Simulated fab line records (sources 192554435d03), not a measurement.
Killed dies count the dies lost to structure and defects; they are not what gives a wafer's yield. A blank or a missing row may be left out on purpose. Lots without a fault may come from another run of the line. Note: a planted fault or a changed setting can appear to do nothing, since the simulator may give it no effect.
Which tool is to blame? || flow n5 finfet || 10 lots with 28 wafers sampled at 5 steps, on a route of 1938 steps

== WHAT THE GAUGES READ, wafer by wafer ==
N5_BEOL_M4_THK_MEAS_01.
{"lot": "L476", "measured": "day 8 10:46", "on": "film metro-02", "M4_ILD_THK (nm)": "60.5 61.8 79.8"}
{"lot": "L478", "measured": "day 8 20:23", "on": "film metro-02", "M4_ILD_THK (nm)": "78.3 78.5 60.5"}
{"lot": "L477", "measured": "day 8 22:10", "on": "film metro-01", "M4_ILD_THK (nm)": "77.7 76.5 79.4"}
{"lot": "L487", "measured": "day 11 05:58", "on": "film metro-01", "M4_ILD_THK (nm)": "79.1 81.8 80.3"}
{"lot": "L488", "measured": "day 11 11:07", "on": "film metro-02", "M4_ILD_THK (nm)": "78.5 79.1 79.3"}
{"lot": "L490", "measured": "day 12 01:50", "on": "film metro-02", "M4_ILD_THK (nm)": "79.4 79.9"}
{"lot": "L491", "measured": "day 12 18:44", "on": "film metro-02", "M4_ILD_THK (nm)": "78.7 80.2 79.8"}
{"lot": "L493", "measured": "day 12 20:06", "on": "film metro-02", "M4_ILD_THK (nm)": "78.0 79.7"}
{"lot": "L492", "measured": "day 12 21:28", "on": "film metro-01", "M4_ILD_THK (nm)": "77.1 76.2 78.0"}
{"lot": "L494", "measured": "day 12 22:59", "on": "film metro-01", "M4_ILD_THK (nm)": "77.6 78.7 78.7"}

== WHAT TOOL EACH LOT RAN ON (gives the tool, then ch and the chambers of the sampled wafers, and finally the start) ==
{"lot": "L476", "N5_BEOL_M3_SPUTTER_90": "pvd sputter-01, day 8 08:55", "N5_BEOL_M3_ANNEAL_91": "pvd sputter-01, day 8 09:00", "N5_BEOL_M3_ANNEAL_95": "pvd sputter-01, day 8 09:26", "N5_BEOL_M4_ILD_DEP_00": "pecvd-04 ch 1,2, day 8 10:41"}
{"lot": "L478", "N5_BEOL_M3_SPUTTER_90": "pvd sputter-03, day 8 18:29", "N5_BEOL_M3_ANNEAL_91": "pvd sputter-03, day 8 18:34", "N5_BEOL_M3_ANNEAL_95": "pvd sputter-03, day 8 19:00", "N5_BEOL_M4_ILD_DEP_00": "pecvd-04 ch 0,2, day 8 20:19"}
{"lot": "L477", "N5_BEOL_M3_SPUTTER_90": "pvd sputter-02, day 8 20:19", "N5_BEOL_M3_ANNEAL_91": "pvd sputter-02, day 8 20:24", "N5_BEOL_M3_ANNEAL_95": "pvd sputter-02, day 8 20:50", "N5_BEOL_M4_ILD_DEP_00": "pecvd-01 ch 0,1,2, day 8 22:06"}
{"lot": "L487", "N5_BEOL_M3_SPUTTER_90": "pvd sputter-01, day 11 04:05", "N5_BEOL_M3_ANNEAL_91": "pvd sputter-01, day 11 04:10", "N5_BEOL_M3_ANNEAL_95": "pvd sputter-01, day 11 04:37", "N5_BEOL_M4_ILD_DEP_00": "pecvd-01 ch 1,2, day 11 05:53"}
{"lot": "L488", "N5_BEOL_M3_SPUTTER_90": "pvd sputter-01, day 11 09:16", "N5_BEOL_M3_ANNEAL_91": "pvd sputter-01, day 11 09:20", "N5_BEOL_M3_ANNEAL_95": "pvd sputter-01, day 11 09:47", "N5_BEOL_M4_ILD_DEP_00": "pecvd-04 ch 1,2, day 11 11:02"}
{"lot": "L490", "N5_BEOL_M3_SPUTTER_90": "pvd sputter-02, day 12 00:00", "N5_BEOL_M3_ANNEAL_91": "pvd sputter-02, day 12 00:05", "N5_BEOL_M3_ANNEAL_95": "pvd sputter-02, day 12 00:31", "N5_BEOL_M4_ILD_DEP_00": "pecvd-02 ch 1,2, day 12 01:46"}
{"lot": "L491", "N5_BEOL_M3_SPUTTER_90": "pvd sputter-01, day 12 16:50", "N5_BEOL_M3_ANNEAL_91": "pvd sputter-01, day 12 16:55", "N5_BEOL_M3_ANNEAL_95": "pvd sputter-01, day 12 17:21", "N5_BEOL_M4_ILD_DEP_00": "pecvd-02 ch 1,2, day 12 18:39"}
{"lot": "L493", "N5_BEOL_M3_SPUTTER_90": "pvd sputter-03, day 12 18:04", "N5_BEOL_M3_ANNEAL_91": "pvd sputter-03, day 12 18:08", "N5_BEOL_M3_ANNEAL_95": "pvd sputter-03, day 12 18:35", "N5_BEOL_M4_ILD_DEP_00": "pecvd-04 ch 0, day 12 20:02"}
{"lot": "L492", "N5_BEOL_M3_SPUTTER_90": "pvd sputter-02, day 12 19:38", "N5_BEOL_M3_ANNEAL_91": "pvd sputter-02, day 12 19:43", "N5_BEOL_M3_ANNEAL_95": "pvd sputter-02, day 12 20:09", "N5_BEOL_M4_ILD_DEP_00": "pecvd-04 ch 1,2, day 12 21:24"}
{"lot": "L494", "N5_BEOL_M3_SPUTTER_90": "pvd sputter-03, day 12 21:08", "N5_BEOL_M3_ANNEAL_91": "pvd sputter-03, day 12 21:13", "N5_BEOL_M3_ANNEAL_95": "pvd sputter-03, day 12 21:40", "N5_BEOL_M4_ILD_DEP_00": "pecvd-02 ch 0,1,2, day 12 22:55"}
- N5_BEOL_M3_SPUTTER_90: material Cu, target thk 4.5 nm, time 8.29 s.
- N5_BEOL_M3_ANNEAL_91: time 240 s.
- N5_BEOL_M3_ANNEAL_95: time 240 s.
- N5_BEOL_M4_ILD_DEP_00: deposits SiOC from DEMS/O2, target thk 79 nm, time 15.3 s.

== THE ANSWER, worked out from the rows above alone ==
Rule: the lots themselves supply what counts as usual. The widest of any qualifying gaps counts: lots, ordered by their means at a reading, are off when they make up no more than a third of the lots, leave a main group of 4 or more, and stand apart from it by 3 or more times the standard deviation of that group's means. A main group is skipped when, at the precision printed for the reading in the tables above, its means are all equal. A lot without any number at a reading at which 4 lots or more have one is off too. Any other lot the step has rows for is counted as sound.
Off: L476, L478, at N5_BEOL_M4_THK_MEAS_01 (M4_ILD_THK). The main group has a mean of 78.8 nm with a standard deviation of 0.99.
A tool fits if, at a process step before that reading, it ran every lot that is off, and no sound lot after the first of them. Gauges at N5_BEOL_M4_THK_MEAS_01: tried the same way as those tools. None of those tried fits.

== WHAT THE SIMULATOR HAD PUT IN ==
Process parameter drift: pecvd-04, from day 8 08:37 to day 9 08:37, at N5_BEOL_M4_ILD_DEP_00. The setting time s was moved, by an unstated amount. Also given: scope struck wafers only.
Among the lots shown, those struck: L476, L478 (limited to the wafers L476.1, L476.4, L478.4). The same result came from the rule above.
